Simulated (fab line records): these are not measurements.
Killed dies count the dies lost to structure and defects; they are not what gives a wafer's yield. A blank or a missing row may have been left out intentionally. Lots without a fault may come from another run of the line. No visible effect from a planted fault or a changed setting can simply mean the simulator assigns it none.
fab line records ; flow n5-finfet
record: lots: 9; wafers: 27; last-day: 18
route steps=1938 shown BEOL_M2@881 BEOL_M4@1111 PASSIVATION@1936
lots with no fault: from the same line, run without faults
start-h: the number of hours between the record's first day and the start of the first shown wafer of the lot ; wait-h: hours elapsed since this lot's preceding step ; " repeats the value in the row above ; L1.1+2: a row that stands for several wafers ; - value missing, or start not given ; * or withheld: withheld ; < > ~ a bound
route shown NAME@n: a module of which the file shows steps, and the number in the route of the first ; usual: mean/standard deviation of fault-free wafers ; same: alike in all rows ; chamber/n: place in a boat ; sites: the reading at each site ; _std_site: their standard deviation ; _edge_site: inner sites' mean taken away from outer sites' mean ; radius-mm: how far each site lies from the wafer's centre ; mask NAME#n: copy n ; behind: the tool/chamber that last shaped the wafer ; hold: reason for holding the lot/hours on hold/outcome of the hold ; device: which transistor (n, p or np) failed to switch ; end of line: the same wafers' tests at the end of the route ; where a step has no rows: the recipe by itself ; killed: the dies lost at the first sort to structure and to defects; this is not the yield of the wafer ; map: a wafer's dies, x killed, . not, _ none there
set.NAME: setting as actually run; set.NAME@STEP: the setting as run at that earlier step ; model.NAME: the simulator's own value behind a step, which no gauge read
one table for each step of the route and one row for each wafer, over a sample of lots
services: a tool's chamber out of use, with start hour (start-h, from the record's first day; less than 0 if before it), hours out, and reason
== steps ==
step: N5_BEOL_M2_ETCH_69
recipe: chemistry: CF4; target: SiARC; target-depth-a: 156; mask-material: CAR-EUV; time-s: 26; ion-energy-ev: 80; pressure-mtorr: 40; source-w: 545; bias-w: 36; Ar_flow_sccm: 100; cf4-flow-sccm: 100; ends: cleared
usual: drypump-motor-current-A: 6.1/0.35; etch-rf-on-time-s: 26.0/0.39; oes-product-au: 0.68/0.076; rf-vpp-V: 183.8/1.1; showerhead-plenum-p-Torr: 2.13/0.052; throttle-valve-pct: 15.64/0.28
lot.wafer;tool;chamber;start-h;wait-h;drypump-motor-current-A;etch-rf-on-time-s;oes-product-au;rf-hours-counter-h;rf-vpp-V;showerhead-plenum-p-Torr;throttle-valve-pct
L605.1;rie-diel-05;1;135.56;0.0;6.2;26.9;0.59;236;182.2;2.11;16.00
L605.4;rie-diel-05;3;135.56;0.0;6.2;26.4;0.62;194;185.5;2.21;16.00
L605.5;rie-diel-05;3;135.56;0.0;6.2;26.4;0.61;-;186.0;2.21;16.00
L609.2;rie-diel-04;0;161.44;0.0;5.4;26.2;0.57;248;183.3;2.19;15.69
L609.3;rie-diel-04;1;161.44;0.0;6.0;25.9;0.60;181;182.4;2.13;15.63
L609.4;rie-diel-04;0;161.44;0.0;5.4;26.5;0.57;-;185.0;2.19;15.68
L613.1;rie-diel-05;0;187.42;0.0;6.1;25.7;0.72;78;182.3;2.08;15.29
L613.5;rie-diel-05;3;187.42;0.0;6.2;26.1;0.61;-;185.0;2.21;16.02
L613.6;rie-diel-05;2;187.42;0.0;6.3;25.7;0.69;-;185.1;2.09;15.37
L614.2;rie-diel-04;3;188.22;0.0;6.4;26.4;0.56;255;183.1;2.02;16.09
L614.4;rie-diel-04;3;188.22;0.0;6.4;26.5;0.58;-;183.5;2.02;16.09
L614.5;rie-diel-04;2;188.22;0.0;5.3;25.4;0.82;-;182.6;2.11;15.22
L622.2;rie-diel-05;0;239.29;0.0;6.0;25.9;0.69;95;183.8;2.07;15.32
L622.3;rie-diel-05;3;239.29;0.0;6.2;26.3;0.59;230;183.9;2.20;16.07
L622.5;rie-diel-05;1;239.29;0.0;6.2;25.9;0.77;-;182.9;2.10;15.54
L624.1;rie-diel-03;3;243.39;0.0;6.3;26.1;0.67;131;183.7;2.15;15.52
L624.2;rie-diel-03;1;243.39;0.0;6.5;25.8;0.75;33;183.9;2.09;15.72
L624.5;rie-diel-03;0;243.39;0.0;5.7;25.4;0.70;-;184.0;2.17;15.85
L625.2;rie-diel-03;3;248.23;0.0;6.3;26.0;0.66;134;184.5;2.15;15.53
L625.3;rie-diel-03;1;248.23;0.0;6.5;26.0;0.74;35;181.4;2.09;15.72
L625.4;rie-diel-03;0;248.23;0.0;5.7;25.2;0.71;-;185.0;2.16;15.85
L628.2;rie-diel-05;0;273.90;0.0;6.0;26.1;0.68;106;183.8;2.07;15.35
L628.3;rie-diel-05;1;273.90;0.0;6.2;25.9;0.74;26;182.2;2.09;15.55
L628.5;rie-diel-05;2;273.90;0.0;6.3;25.7;0.66;-;184.5;2.07;15.44
L627.1;rie-diel-03;2;277.98;0.0;5.5;26.3;0.81;4;185.0;2.19;15.75
L627.3;rie-diel-03;3;277.98;0.0;6.4;26.4;0.66;147;183.9;2.14;15.55
L627.5;rie-diel-03;1;277.98;0.0;6.5;26.4;0.72;-;183.3;2.09;15.75
step: N5_BEOL_M2_ETCH_41
recipe: chemistry: CH3F/O2; target: SiCN; target-depth-a: 299; taper-deg: 2; time-s: 52.5; ion-energy-ev: 120; mask-material: TiN; pressure-mtorr: 30; source-w: 395; bias-w: 75; Ar_flow_sccm: 150; CH3F_flow_sccm: 30; O2_flow_sccm: 20
usual: drypump-motor-current-A: 6.1/0.36; oes-product-au: 0.81/0.092; rf-vpp-V: 297.4/1.4; showerhead-plenum-p-Torr: 2.00/0.055; throttle-valve-pct: 16.35/0.28
lot.wafer;tool;chamber;start-h;wait-h;drypump-motor-current-A;oes-product-au;rf-hours-counter-h;rf-vpp-V;showerhead-plenum-p-Torr;throttle-valve-pct
L605.1;rie-diel-03;3;-;-;6.3;0.82;91;297.5;2.02;16.15
L605.4;rie-diel-03;3;-;-;6.3;0.82;-;297.4;2.02;16.17
L605.5;rie-diel-03;2;-;-;5.5;0.70;-;298.4;2.06;16.82
L609.2;rie-diel-05;1;-;-;6.2;0.68;245;296.2;1.97;16.73
L609.3;rie-diel-05;0;-;-;6.0;0.85;66;297.2;1.95;16.01
L609.4;rie-diel-05;3;-;-;6.2;0.72;203;298.7;2.07;16.69
L613.1;rie-diel-03;0;-;-;5.8;0.84;69;298.4;2.02;16.45
L613.5;rie-diel-03;2;-;-;5.5;0.69;-;298.4;2.05;16.87
L613.6;rie-diel-03;1;-;-;6.5;0.92;-;295.6;1.96;16.39
L614.2;rie-diel-05;2;-;-;6.3;0.80;87;296.6;1.94;16.08
L614.4;rie-diel-05;2;-;-;6.3;0.80;-;295.3;1.94;16.08
L614.5;rie-diel-05;3;-;-;6.2;0.70;-;297.6;2.06;16.72
L622.2;rie-diel-05;3;-;-;6.2;0.69;232;296.6;2.06;16.76
L622.3;rie-diel-05;2;-;-;6.3;0.78;106;295.7;1.93;16.12
L622.5;rie-diel-05;3;-;-;6.2;0.70;-;299.3;2.06;16.75
L624.1;rie-diel-04;0;-;-;5.4;0.93;21;298.4;2.05;15.98
L624.2;rie-diel-04;1;-;-;6.0;0.68;217;295.5;1.98;16.37
L624.5;rie-diel-04;0;-;-;5.4;0.93;-;297.9;2.05;16.00
L625.2;rie-diel-03;3;-;-;6.4;0.78;135;298.1;2.01;16.23
L625.3;rie-diel-03;1;-;-;6.5;0.87;36;295.7;1.95;16.43
L625.4;rie-diel-03;1;-;-;6.5;0.88;-;297.5;1.95;16.45
L628.2;rie-diel-03;3;-;-;6.3;0.78;147;297.9;2.00;16.27
L628.3;rie-diel-03;1;-;-;6.5;0.85;48;297.5;1.95;16.47
L628.5;rie-diel-03;1;-;-;6.5;0.85;-;298.3;1.95;16.47
L627.1;rie-diel-05;3;-;-;6.2;0.68;243;298.8;2.05;16.78
L627.3;rie-diel-05;0;-;-;6.0;0.79;108;295.2;1.94;16.09
L627.5;rie-diel-05;0;-;-;6.0;0.79;-;296.7;1.93;16.10
step: N5_BEOL_M2_STRIP_97
recipe: chemistry: N2/H2; time-s: 10; power-w: 450; temp-c: 40; pressure-mtorr: 20; rf-frequency-hz: 6e+07; bias-power-w: 7; n2-flow-sccm: 200; h2-flow-sccm: 200
usual: drypump-motor-current-A: 6.1/0.36; h2-flow-sccm: 199.9/0.63; oes-product-au: 0.81/0.092; rf-vpp-V: 59.2/0.84; showerhead-plenum-p-Torr: 2.54/0.07; throttle-valve-pct: 23.75/0.29
lot.wafer;tool;chamber;start-h;wait-h;drypump-motor-current-A;h2-flow-sccm;oes-product-au;rf-hours-counter-h;rf-vpp-V;showerhead-plenum-p-Torr;throttle-valve-pct
L605.1;rie-diel-03;3;-;-;6.4;198.4;0.83;91;59.8;2.56;23.48
L605.4;rie-diel-03;3;-;-;6.4;198.5;0.82;-;58.1;2.56;23.48
L605.5;rie-diel-03;2;-;-;5.5;200.1;0.69;-;59.0;2.62;24.15
L609.2;rie-diel-05;1;-;-;6.2;199.6;0.69;246;58.2;2.50;23.90
L609.3;rie-diel-05;0;-;-;6.1;199.5;0.84;66;58.8;2.47;23.63
L609.4;rie-diel-05;3;-;-;6.2;200.1;0.72;203;60.1;2.62;24.17
L613.1;rie-diel-03;0;-;-;5.8;200.1;0.84;69;60.8;2.57;24.01
L613.5;rie-diel-03;2;-;-;5.5;199.3;0.68;-;60.3;2.61;24.19
L613.6;rie-diel-03;1;-;-;6.5;200.2;0.92;-;58.7;2.50;23.79
L614.2;rie-diel-05;2;-;-;6.3;200.4;0.80;87;59.6;2.46;23.44
L614.4;rie-diel-05;2;-;-;6.3;199.3;0.80;-;57.8;2.46;23.43
L614.5;rie-diel-05;3;-;-;6.2;200.3;0.71;-;59.6;2.62;24.18
L622.2;rie-diel-05;3;-;-;6.2;199.8;0.69;232;58.2;2.61;24.19
L622.3;rie-diel-05;2;-;-;6.3;200.1;0.77;106;57.5;2.45;23.46
L622.5;rie-diel-05;3;-;-;6.2;199.3;0.70;-;59.8;2.61;24.20
L624.1;rie-diel-04;0;-;-;5.4;199.4;0.93;21;59.2;2.60;23.45
L624.2;rie-diel-04;1;-;-;6.0;199.9;0.68;217;60.3;2.52;23.74
L624.5;rie-diel-04;0;-;-;5.4;199.3;0.93;-;58.6;2.60;23.46
L625.2;rie-diel-03;3;-;-;6.3;199.9;0.78;135;59.3;2.55;23.54
L625.3;rie-diel-03;1;-;-;6.5;200.1;0.87;36;58.9;2.49;23.83
L625.4;rie-diel-03;1;-;-;6.5;199.9;0.87;-;59.2;2.49;23.84
L628.2;rie-diel-03;3;-;-;6.3;201.2;0.77;147;58.6;2.54;23.56
L628.3;rie-diel-03;1;-;-;6.5;199.3;0.87;48;59.9;2.48;23.85
L628.5;rie-diel-03;1;-;-;6.5;200.1;0.86;-;59.4;2.48;23.85
L627.1;rie-diel-05;3;-;-;6.2;200.6;0.69;243;57.7;2.61;24.21
L627.3;rie-diel-05;0;-;-;6.1;200.0;0.80;108;58.6;2.45;23.68
L627.5;rie-diel-05;0;-;-;6.1;200.0;0.79;-;58.2;2.45;23.69
step: N5_BEOL_M2_SPUTTER_48
recipe: material: Cu; target-thk-a: 45; temp-c: -20; chamber-pressure-pa: 0.07; power-w: withheld; time-s: 8.29
usual: chamber-pressure-pa: 0.06999/0.00014; chuck-gas-flow-sccm: 1.26/0.049; throttle-valve-pct: 29.7/1.1
lot.wafer;tool;chamber;start-h;wait-h;chamber-pressure-pa;chuck-gas-flow-sccm;throttle-valve-pct
L605.1;pvd-sputter-03;-;137.02;0.1;0.06976;1.33;29.1
L605.4;pvd-sputter-03;-;137.02;0.1;0.07004;1.24;30.7
L605.5;pvd-sputter-03;-;137.02;0.1;0.0698;1.33;30.7
L609.2;pvd-sputter-01;-;164.06;0.1;0.07043;1.27;27.7
L609.3;pvd-sputter-01;-;164.06;0.1;0.07017;1.26;29.9
L609.4;pvd-sputter-01;-;164.06;0.1;0.06989;1.25;29.3
L613.1;pvd-sputter-03;-;191.05;0.3;-;-;-
L613.5;pvd-sputter-03;-;191.05;0.3;-;-;-
L613.6;pvd-sputter-03;-;191.05;0.3;-;-;-
L614.2;pvd-sputter-01;-;194.77;0.1;-;-;-
L614.4;pvd-sputter-01;-;194.77;0.1;-;-;-
L614.5;pvd-sputter-01;-;194.77;0.1;-;-;-
L622.2;pvd-sputter-03;-;246.04;0.2;0.06982;1.24;31.2
L622.3;pvd-sputter-03;-;246.04;0.2;0.06989;1.33;29.0
L622.5;pvd-sputter-03;-;246.04;0.2;0.06997;1.34;29.1
L624.1;pvd-sputter-03;-;248.14;0.1;0.06993;1.29;30.9
L624.2;pvd-sputter-03;-;248.14;0.1;0.07007;1.31;29.0
L624.5;pvd-sputter-03;-;248.14;0.1;0.07;1.29;28.8
L625.2;pvd-sputter-01;-;251.60;0.2;0.06999;1.32;27.5
L625.3;pvd-sputter-01;-;251.60;0.2;0.07003;1.26;30.0
L625.4;pvd-sputter-01;-;251.60;0.2;0.07008;1.27;29.3
L628.2;pvd-sputter-03;-;277.40;0.1;0.06991;1.25;31.3
L628.3;pvd-sputter-03;-;277.40;0.1;0.06987;1.32;29.3
L628.5;pvd-sputter-03;-;277.40;0.1;0.07001;1.18;30.9
L627.1;pvd-sputter-03;-;281.66;0.4;0.06979;1.30;30.4
L627.3;pvd-sputter-03;-;281.66;0.4;0.07029;1.23;31.1
L627.5;pvd-sputter-03;-;281.66;0.4;0.06973;1.26;29.2
step: N5_BEOL_M4_RC_MEAS_101
usual: DIBL_N: 36.5/1.4; DIBL_P: 36.9/1.7; IOFF_N: 0.163/0.023; IOFF_P: 0.22/0.032; ION_N: 673/9; ION_P: 462/7.5; SS_N: 71.6/0.54; SS_P: 73.4/0.62; VT_N: 249.8/2.8; VT_P: -250/3.5
lot.wafer;tool;chamber;start-h;wait-h;DIBL_N[mV/V];DIBL_P[mV/V];IOFF_N[nA/um];IOFF_P[nA/um];ION_N[uA/um];ION_P[uA/um];SS_N[mV/dec];SS_P[mV/dec];VT_N[mV];VT_P[mV]
L605.1;prober-02;0;164.82;0.0;35.6;35.4;0.143;0.19;663;459;71.8;73.3;252.3;-255
L605.4;prober-02;0;164.82;0.0;36.6;36.4;0.167;0.20;665;450;72.1;73.2;249.5;-253
L605.5;prober-02;0;164.82;0.0;35.5;35.4;0.149;0.19;674;461;71.7;72.7;251.7;-255
L609.2;prober-01;0;188.16;0.2;37.6;36.9;0.182;0.29;679;470;71.9;72.8;247.3;-242
L609.3;prober-01;0;188.16;0.2;37.0;35.2;0.159;0.25;663;466;72.1;73.0;249.2;-245
L609.4;prober-01;0;188.16;0.2;36.0;35.0;0.147;0.25;675;472;71.5;72.7;251.0;-243
L613.1;prober-01;0;213.11;0.0;36.0;37.5;0.176;0.25;676;468;71.8;74.1;248.6;-244
L613.5;prober-01;0;213.11;0.0;35.8;37.3;0.174;0.25;672;469;71.7;74.3;246.6;-248
L613.6;prober-01;0;213.11;0.0;36.5;37.8;0.187;0.27;679;469;73.1;73.4;249.4;-246
L614.2;prober-02;0;216.07;0.2;33.7;34.2;0.114;0.14;642;441;71.0;72.4;256.7;-258
L614.4;prober-02;0;216.07;0.2;35.0;37.2;0.146;0.18;671;453;71.8;72.6;250.6;-256
L614.5;prober-02;0;216.07;0.2;35.0;36.4;0.137;0.17;670;453;71.4;73.4;253.7;-256
L622.2;prober-02;0;276.68;0.2;36.8;38.5;0.174;0.21;686;462;71.9;73.5;247.8;-251
L622.3;prober-02;0;276.68;0.2;36.8;38.7;0.182;0.24;684;470;71.7;73.6;248.8;-248
L622.5;prober-02;0;276.68;0.2;37.8;40.1;0.198;0.25;688;467;72.4;73.6;244.6;-246
L624.1;prober-01;0;277.93;0.0;33.6;35.0;0.123;0.19;658;461;70.9;72.6;255.1;-251
L624.2;prober-01;0;277.93;0.0;35.3;36.8;0.146;0.21;678;464;71.4;73.4;253.1;-252
L624.5;prober-01;0;277.93;0.0;33.0;34.3;0.114;0.18;657;461;71.1;73.1;255.0;-256
L625.2;prober-02;0;282.28;0.2;37.8;39.6;0.191;0.22;679;457;71.9;74.2;247.5;-252
L625.3;prober-02;0;282.28;0.2;35.1;36.1;0.142;0.17;671;448;71.0;73.7;251.1;-258
L625.4;prober-02;0;282.28;0.2;34.4;35.9;0.128;0.17;656;454;70.8;73.8;255.7;-254
L628.2;prober-02;0;303.82;0.2;37.3;36.0;0.184;0.25;675;464;71.8;73.7;246.7;-246
L628.3;prober-02;0;303.82;0.2;38.3;37.0;0.213;0.29;673;460;71.7;74.9;245.4;-246
L628.5;prober-02;0;303.82;0.2;37.7;35.6;0.183;0.25;673;462;72.7;74.1;249.9;-247
L627.1;prober-02;0;309.87;0.0;37.4;36.8;0.154;0.21;669;464;71.8;73.0;251.2;-249
L627.3;prober-02;0;309.87;0.0;35.0;33.4;0.117;0.16;668;456;71.4;72.8;254.7;-253
L627.5;prober-02;0;309.87;0.0;37.4;36.2;0.156;0.20;664;455;71.9;73.4;252.8;-249
step: N5_PASSIVATION_PROBE_49
usual: defect-limited-yield: 91.2/1.4; killed_at_M0_to_M3: 35/11; killed_at_M4_up: 12/4.2; killed-at-contacts: 13/5.6; killed-at-front-end: 40/12; killed-at-other: 3.3/2.6; killed-dies: 103/17; killed-open: 68/12; killed-short: 34/7.6; sort_bin_5_function: 5.1/0.95; sort_bin_6_memory: 3.3/0.68; sort_bin_8_speed: 0.00/0.007; sort-n-pass: 1077/17; sort-yield-pct: 91.2/1.4
same: gross-dies: 1180; killed-at-back-side: 0; sort_bin_4_leakage[%]: 0
lot.wafer;tool;chamber;start-h;wait-h;defect-limited-yield[%];killed_at_M0_to_M3;killed_at_M4_up;killed-at-contacts;killed-at-front-end;killed-at-other;killed-dies;killed-open;killed-short;sort_bin_5_function[%];sort_bin_6_memory[%];sort_bin_8_speed[%];sort-n-pass;sort-yield-pct[%]
L613.1;prober-01;-;319.35;0.0;91.3;43;25;7;24;4;103;65;32;4.9;3.5;0;1077;91.3
L613.5;prober-01;-;319.55;0.2;90.8;37;12;19;39;2;109;68;30;5.8;3.2;0;1071;90.8
L613.6;prober-01;-;319.60;0.3;90.8;38;12;11;47;1;109;63;34;5.2;3.9;0;1071;90.8
L614.2;prober-02;-;321.38;0.1;89.6;45;16;13;41;8;123;73;42;6.0;4.1;0.08;1056;89.5
L614.4;prober-02;-;321.48;0.2;91.2;55;10;5;27;7;104;62;30;5.7;3.0;0;1076;91.2
L614.5;prober-02;-;321.53;0.2;92.0;50;10;10;22;2;94;57;24;4.4;3.4;0;1086;92.0
killed by level:class
L613.1 BEOL_M4:geometric-particle:open=14 BEOL_M0_SAQP:geometric-particle:short=9 BEOL_M3:geometric-particle:open=8 MOL_CONTACT_COAG:geometric-particle:open=6 BEOL_M1:geometric-particle:open=6 BEOL_M2:interface-void-opened=6 FIN_SAQP:geometric-particle:short=5 BEOL_M0_SAQP:geometric-particle:open=5
L613.5 MOL_CONTACT_COAG:geometric-particle:open=17 FIN_SAQP:geometric-particle:open=11 BEOL_M2:interface-void-opened=11 BEOL_M4:geometric-particle:open=9 FIN_SAQP:geometric-particle:short=8 BEOL_M3:geometric-particle:open=7 BEOL_M0_SAQP:geometric-particle:open=6 GATE_CUT:geometric-particle:short=5
L613.6 BEOL_M2:interface-void-opened=12 STI_FIN_REVEAL:geometric-particle:open=10 MOL_CONTACT_COAG:geometric-particle:open=10 BEOL_M4:geometric-particle:open=9 FIN_SAQP:geometric-particle:short=8 DUMMY_GATE:geometric-particle:open=7 ILD0:geometric-particle:short=5 BEOL_M0_SAQP:geometric-particle:open=5
L614.2 BEOL_M1:geometric-particle:open=12 MOL_CONTACT_COAG:geometric-particle:open=12 FIN_SAQP:geometric-particle:open=9 FIN_SAQP:geometric-particle:short=9 BEOL_M0_SAQP:geometric-particle:open=9 GATE_CUT:geometric-particle:short=7 BEOL_M0_SAQP:geometric-particle:short=7 BEOL_M4:geometric-particle:open=7
L614.4 BEOL_M3:geometric-particle:open=12 BEOL_M2:interface-void-opened=12 BEOL_M2:geometric-particle:open=10 BEOL_M1:geometric-particle:open=8 FIN_SAQP:geometric-particle:short=7 MOL_CONTACT_COAG:geometric-particle:open=5 DUMMY_GATE:geometric-particle:open=4 BEOL_M0:geometric-particle:open=4
L614.5 BEOL_M2:interface-void-opened=12 MOL_CONTACT_COAG:geometric-particle:open=8 BEOL_M1:geometric-particle:open=8 BEOL_M2:geometric-particle:open=7 DUMMY_GATE:geometric-particle:open=6 BEOL_M0_SAQP:geometric-particle:open=6 FIN_SAQP:geometric-particle:short=5 BEOL_M1:geometric-particle:short=5
== services ==
tool;chamber;start-h;hours;kind
rie-diel-03;1;123.06;-;clean
rie-diel-03;1;123.06;-;consumable-replace:focus-ring
rie-diel-03;1;123.06;22.2;scheduled-down
rie-diel-03;1;123.06;22.2;vent-cycle
rie-diel-04;2;149.43;-;clean
rie-diel-04;2;149.43;-;consumable-replace:focus-ring
rie-diel-04;2;149.43;24.1;scheduled-down
rie-diel-04;2;149.43;24.1;vent-cycle
rie-diel-04;0;154.52;2.4;repair
rie-diel-04;0;161.59;5.3;repair
rie-diel-03;1;165.50;5.0;repair
rie-diel-04;0;173.53;-;clean
rie-diel-04;0;173.53;-;consumable-replace:focus-ring
rie-diel-04;0;173.53;14.9;scheduled-down
rie-diel-04;0;173.53;14.9;vent-cycle
rie-diel-05;1;177.38;-;clean
rie-diel-05;1;177.38;-;consumable-replace:focus-ring
rie-diel-05;1;177.38;21.6;scheduled-down
rie-diel-05;1;177.38;21.6;vent-cycle
rie-diel-05;3;202.56;13.1;repair
rie-diel-03;2;245.19;-;clean
rie-diel-03;2;245.19;-;consumable-replace:focus-ring
rie-diel-03;2;245.19;22.5;scheduled-down
rie-diel-03;2;245.19;22.5;vent-cycle
== key ==
first-sign: step: N5_BEOL_M2_SPUTTER_48; reading: tool-record; direction: missing
effect none on later readings
met-at N5_BEOL_M2_SPUTTER_48
struck-lots L613,L614
not-acting-at N5_BEOL_M2_ETCH_69,N5_BEOL_M2_ETCH_41,N5_BEOL_M2_STRIP_97
onset-between 164.06 191.05
fault: kind: skipped-step-whole; tool: pvd-sputter-01,pvd-sputter-03; chamber: -; onset-h: 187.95; steps: N5_BEOL_M2_SPUTTER_48; scope: struck-lots-only
